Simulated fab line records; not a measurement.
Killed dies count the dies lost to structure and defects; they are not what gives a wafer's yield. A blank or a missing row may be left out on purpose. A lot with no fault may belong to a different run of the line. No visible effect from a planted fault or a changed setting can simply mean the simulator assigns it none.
Chamber matching -- flow nandHarc -- 4 sister chambers for NHARC_P_CONTACT_ALD_22 on aldMetal-01
The step deposits TiN, target thk 3 nm, pulse time 1 s, ald cycles 150. 8 wafers are shown with their chamber, then 10 later ones without.

EACH WAFER AND ITS CHAMBER
wafer,chamber,heaterPowerW (W),precursorPulseHeightRel
L081.4,3,992,1.005
L086.5,2,1061,1.009
L089.1,2,1045,1.001
L089.4,0,918,1.011
L088.2,3,1007,0.986
L088.4,0,938,1.007
L092.4,1,1233,0.997
L092.5,1,1279,1.042

WAFERS MISSING THEIR CHAMBER
wafer,heaterPowerW (W),precursorPulseHeightRel
L092.6,1045,1.002
L093.1,1074,1.008
L093.2,1006,0.993
L093.3,1252,0.997
L094.1,1033,1.018
L094.2,1084,1.049
L094.3,1255,0.976
L097.1,1017,0.977
L097.4,1026,0.989
L097.5,1246,1.004

CHAMBER TAKEN BY EACH
wafer,from the rows above,in truth
L092.6,can't be placed: 2 or 3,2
L093.1,2,2
L093.2,3,3
L093.3,1,1
L094.1,can't be placed: 2 or 3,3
L094.2,2,2
L094.3,1,1
L097.1,can't be placed: 3 or 2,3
L097.4,can't be placed: 3 or 2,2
L097.5,1,1
6 of 10 placed correctly. From these rows, 4 cannot be placed; in 4 the true chamber is one of the candidates. Wrongly placed: 0.
How it was worked out, from the rows above alone: a wafer's distance from a chamber is the root of the sum, over the readings, of the square of ((its reading less the chamber's mean) divided by the reading's scatter). The wafer belongs to the nearest chamber; if the next one is less than 2 further off, it can't be placed. A chamber's mean is the mean of its shown wafers. The scatter: take each reading less its chamber's mean, square it, sum over the shown wafers, divide by the number of wafers less the number of chambers, and take the root.
